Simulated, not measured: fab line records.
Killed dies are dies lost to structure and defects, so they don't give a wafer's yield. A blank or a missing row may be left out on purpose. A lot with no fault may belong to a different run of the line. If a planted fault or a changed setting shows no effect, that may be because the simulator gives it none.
Which tool did it?	flow nand harc	13 lots, 39 wafers sampled, at 5 steps of a route of 1302

WHAT EACH GAUGE READ, for each wafer
NHARC_END_SORT_01.
lot	measured	on	defect limited yield (%)	killed at array	killed at other	killed at periphery	killed dies	killed open	killed short	sort_bin_2_pct (%)	sort_bin_3_pct (%)	sort_bin_4_pct (%)	sort n pass	sort rim yield pct (%)	sort yield pct (%)
L304	day 31 05:44	prober-01	91.0 88.8 88.8	61 75 72	0 0 1	0 1 3	61 76 76	1 1 7	3 1 2	2.7 3.2 5.2	0.7 1.0 0.6	5.6 6.9 5.5	616 601 601	90 93 94	91.0 88.8 88.8

TOOL THAT RAN EACH LOT (tool first, then ch and the chambers of the sampled wafers, then the start)
lot	NHARC_A_M0_PRE_CLEAN_29	NHARC_A_M0_PVD_20	NHARC_A_M1_DEVELOP_08	NHARC_A_M1_PVD_20
L287	pvd sputter-01, day 22 20:00 or earlier	pvd sputter-01, day 22 20:00 or earlier	litho track-06 ch 0, day 22 20:00	pvd sputter-01, no start
L288	pvd sputter-03, day 22 23:00 or earlier	pvd sputter-03, day 22 23:00 or earlier	litho track-06 ch 0, day 22 23:00	pvd sputter-01, no start
L290	pvd sputter-02, day 24 14:00 or earlier	pvd sputter-02, day 24 14:00 or earlier	litho track-01 ch 0, day 24 14:00	pvd sputter-01, no start
L292	pvd sputter-03, day 24 16:00 or earlier	pvd sputter-03, day 24 16:00 or earlier	litho track-01 ch 0, day 24 16:00	pvd sputter-03, no start
L291	pvd sputter-01, day 24 21:00 or earlier	pvd sputter-01, day 24 21:00 or earlier	litho track-04 ch 0, day 24 21:00	pvd sputter-01, no start
L295	pvd sputter-01, day 26 08:00 or earlier	pvd sputter-01, day 26 08:00 or earlier	litho track-01 ch 0, day 26 08:00	pvd sputter-02, no start
L296	pvd sputter-01, day 26 14:00 or earlier	pvd sputter-01, day 26 14:00 or earlier	litho track-06 ch 0, day 26 14:00	pvd sputter-03, no start
L298	pvd sputter-01, day 27 17:00 or earlier	pvd sputter-01, day 27 17:00 or earlier	litho track-01 ch 0, day 27 17:00	pvd sputter-03, no start
L299	pvd sputter-01, day 27 18:00 or earlier	pvd sputter-01, day 27 18:00 or earlier	litho track-06 ch 0, day 27 18:00	pvd sputter-03, no start
L301	pvd sputter-03, day 28 11:00 or earlier	pvd sputter-03, day 28 11:00 or earlier	litho track-01 ch 0, day 28 11:00	pvd sputter-02, no start
L304	pvd sputter-01, day 29 17:00 or earlier	pvd sputter-01, day 29 17:00 or earlier	litho track-06 ch 0, day 29 17:00	pvd sputter-01, day 31 05:44 or earlier
L306	pvd sputter-02, day 30 05:00 or earlier	pvd sputter-02, day 30 05:00 or earlier	litho track-04 ch 0, day 30 05:00	pvd sputter-03, no start
L307	pvd sputter-02, day 30 22:00 or earlier	pvd sputter-02, day 30 22:00 or earlier	litho track-06 ch 0, day 30 22:00	pvd sputter-01, no start
- NHARC_A_M0_PRE_CLEAN_29: time 30 s.
- NHARC_A_M0_PVD_20: deposits TaN, target thk 5 nm, time 8.06 s.
- NHARC_A_M1_DEVELOP_08: develop time 35 s.
- NHARC_A_M1_PVD_20: deposits TaN, target thk 5 nm, time 8.06 s.

WHAT THE TOOLS THEMSELVES READ (means of the sampled wafers that have a number; where no wafer has one, the mark that the record gives instead)
NHARC_A_M0_PRE_CLEAN_29.
lot	tool	heater power w (W)
L287	pvd sputter-01	401
L288	pvd sputter-03	412
L290	pvd sputter-02	419
L292	pvd sputter-03	385
L291	pvd sputter-01	413
L295	pvd sputter-01	410
L296	pvd sputter-01	378
L298	pvd sputter-01	413
L299	pvd sputter-01	376
L301	pvd sputter-03	456
L304	pvd sputter-01	412
L306	pvd sputter-02	384
L307	pvd sputter-02	389

NHARC_A_M0_PVD_20.
lot	tool	throttle valve pct (%)
L287	pvd sputter-01	29.3
L288	pvd sputter-03	30.4
L290	pvd sputter-02	29.2
L292	pvd sputter-03	29.3
L291	pvd sputter-01	29.0
L295	pvd sputter-01	28.7
L296	pvd sputter-01	29.0
L298	pvd sputter-01	29.5
L299	pvd sputter-01	28.9
L301	pvd sputter-03	28.0
L304	pvd sputter-01	29.7
L306	pvd sputter-02	29.1
L307	pvd sputter-02	28.8

NHARC_A_M1_DEVELOP_08.
lot	tool	developer temp C (C)
L287	litho track-06	23.01
L288	litho track-06	22.98
L290	litho track-01	22.97
L292	litho track-01	22.77
L291	litho track-04	22.98
L295	litho track-01	22.97
L296	litho track-06	22.97
L298	litho track-01	23.14
L299	litho track-06	22.93
L301	litho track-01	22.99
L304	litho track-06	22.07
L306	litho track-04	22.99
L307	litho track-06	22.05

NHARC_A_M1_PVD_20.
lot	tool	throttle valve pct (%)
L287	pvd sputter-01	29.6
L288	pvd sputter-01	29.2
L290	pvd sputter-01	29.3
L292	pvd sputter-03	28.6
L291	pvd sputter-01	29.9
L295	pvd sputter-02	29.3
L296	pvd sputter-03	29.4
L298	pvd sputter-03	29.7
L299	pvd sputter-03	29.1
L301	pvd sputter-02	28.8
L304	pvd sputter-01	28.9
L306	pvd sputter-03	29.0
L307	pvd sputter-01	30.1

THE ANSWER, worked out from the rows above alone
Rule: the usual values come from the lots themselves. Put in order of their means at a reading, lots are off if they are a third of the lots or fewer, leave a main group of 4 or more, and stand apart from it by a gap of 3 or more times the standard deviation of the main group's means; of several such gaps the widest counts. The tables above print the reading to a certain number of digits; a main group whose means all agree to those digits is not used. A lot without any number at a reading at which 4 lots or more have one is off too. The other lots that the step has rows for count as sound. The gauges are gone through in route order, then the tools' own readings, and for those a lot's mean is taken as printed above. The first step at which some lot is off is used, and at that step the reading that is off furthest; a lot without a number counts as furthest.
Off at NHARC_A_M1_DEVELOP_08 (developer temp C): L304, L307. Main group: mean 22.97 C, sd 0.081.
A tool fits if, at that step or a process step before it, it ran every lot that is off, and no sound lot after the first of them. NHARC_A_M0_PRE_CLEAN_29: start missing for some lots; hours and lot order therefore follow NHARC_A_M1_DEVELOP_08. NHARC_A_M0_PVD_20: start missing for some lots; hours and lot order therefore follow NHARC_A_M1_DEVELOP_08. One candidate fits, namely litho track-06 at NHARC_A_M1_DEVELOP_08. Its last sound lot is L299 (day 27 18:00), its first lot that is off L304 (day 29 17:00): a fault that began between those two fits.
The tool's own readings at NHARC_A_M1_DEVELOP_08 bear it out: on the lots that are off they differ by more than 5 times the standard deviation of the sound lots' means. developer temp C reads 22.06 C there against 22.97 C on the sound lots.

WHAT THE SIMULATOR HAD INSERTED
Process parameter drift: litho track-06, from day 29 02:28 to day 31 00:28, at NHARC_A_M1_DEVELOP_08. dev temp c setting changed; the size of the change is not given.
Shown lots that were struck: L304, L307. The rule above reached the same finding.
